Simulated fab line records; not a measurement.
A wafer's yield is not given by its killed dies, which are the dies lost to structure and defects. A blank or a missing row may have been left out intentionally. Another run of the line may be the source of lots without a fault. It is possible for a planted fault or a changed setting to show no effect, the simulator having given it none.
Which tool did it? | flow nand_harc | 6 lots, 18 wafers sampled, at 1 step of a route of 1159

WHAT EACH GAUGE READ, for each wafer
NHARC_A_SLIT_OVL_MEAS_10.
lot  | measured     | on         | overlay_x_nm (nm)
L320 | day 14 22:04 | overlay-02 | 0.1 0.3 0.4
L321 | day 15 05:16 | overlay-01 | 0.2 0.8 0.1
L322 | day 15 07:13 | overlay-02 | -1.0 -1.2 -1.4
L334 | day 18 14:38 | overlay-02 | -0.8 -1.4 -0.7
L338 | day 20 03:59 | overlay-02 | 1.0 0.9 0.9
L341 | day 20 04:26 | overlay-01 | 1.6 1.8 1.7

WHAT TOOL EACH LOT RAN ON (gives the tool, then ch and the chambers of the sampled wafers, and finally the start)
The record holds no process step before these readings.

THE ANSWER, worked out from the rows above alone
Rule: what is usual is taken from the lots themselves. The widest of any qualifying gaps counts: lots, ordered by their means at a reading, are off when they make up no more than a third of the lots, leave a main group of 4 or more, and stand apart from it by 3 or more times the standard deviation of that group's means. A main group whose means are all the same, to the digits that the tables above print for the reading, isn't used. Also off: a lot with no number at a reading for which 4 or more lots have one. Any other lot the step has rows for is counted as sound.
Nothing can be told from this: no lot is off at any reading shown.

WHAT HAD BEEN PUT IN BY THE SIMULATOR
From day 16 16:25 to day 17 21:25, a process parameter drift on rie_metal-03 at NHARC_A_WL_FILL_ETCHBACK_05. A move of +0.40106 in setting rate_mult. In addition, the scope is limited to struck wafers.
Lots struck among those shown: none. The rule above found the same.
